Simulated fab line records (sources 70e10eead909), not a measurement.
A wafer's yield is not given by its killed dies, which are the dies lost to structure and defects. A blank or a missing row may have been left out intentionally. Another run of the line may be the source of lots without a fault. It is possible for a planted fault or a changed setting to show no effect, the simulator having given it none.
Chamber matching -- flow nand-harc -- cmp-03 running NHARC_A_M1_CMP_23: 4 sister chambers
The step polishes, t overpolish 20 s, target thk 154.34 nm. 22 wafers are shown with their chamber, then 11 later ones without.

## WAFERS, EACH WITH ITS CHAMBER
wafer,chamber,motor-current-A (A),time-to-endpoint-s (s)
L074.2,2,11.7,28
L074.3,1,10.8,30
L074.4,0,13.0,29
L076.1,1,10.8,34
L076.5,2,12.6,30
L076.6,3,12.8,30
L078.2,1,10.4,29
L078.4,0,12.3,26
L078.5,2,11.0,28
L081.4,1,10.6,32
L081.5,0,13.4,28
L081.6,3,13.2,28
L084.2,0,12.5,29
L084.3,1,11.1,33
L084.4,3,13.7,29
L083.1,0,12.5,30
L083.2,3,13.9,28
L083.6,3,13.1,27
L085.1,0,12.9,30
L085.4,1,10.6,31
L085.5,2,11.3,27
L092.1,2,12.3,31

SIGNATURES (means of the wafers above)
reading,chamber 0,chamber 1,chamber 2,chamber 3,scatter within a chamber
motor-current-A,12.767,10.717,11.780,13.340,0.455
time-to-endpoint-s,28.67,31.50,28.80,28.40,1.58
Rule: for each reading, subtract the chamber's mean from the wafer's reading, divide by that reading's scatter and square the result; add these up over the readings and take the root, which gives the wafer's distance from the chamber. The wafer belongs to the nearest chamber; if the next one is less than 2 further off, it can't be placed. How the scatter is found: for the shown wafers, subtract from each reading the mean of its chamber, square and add these, divide the total by (wafers less chambers), then take the root.

## WAFERS WHOSE CHAMBER IS MISSING
wafer,motor-current-A (A),time-to-endpoint-s (s)
L092.2,14.0,28
L092.4,11.7,29
L091.1,11.2,30
L091.3,13.0,31
L091.5,10.7,29
L094.1,11.3,33
L094.4,11.7,32
L094.5,13.6,30
L096.1,10.6,32
L096.2,13.4,28
L096.3,12.6,31

## CHAMBER TAKEN BY EACH
wafer,from the rows above,in truth
L092.2,can't be placed: 3 or 0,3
L092.4,2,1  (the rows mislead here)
L091.1,can't be placed: 1 or 2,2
L091.3,can't be placed: 0 or 3 or 2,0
L091.5,can't be placed: 1 or 2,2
L094.1,can't be placed: 1 or 2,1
L094.4,can't be placed: 2 or 1 or 0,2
L094.5,can't be placed: 3 or 0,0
L096.1,1,1
L096.2,can't be placed: 3 or 0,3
L096.3,can't be placed: 0 or 2 or 3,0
Placed correctly: 1 of 11. Can't be placed from these rows: 9 (the true chamber is among the candidates in 9). Number placed wrongly: 1.
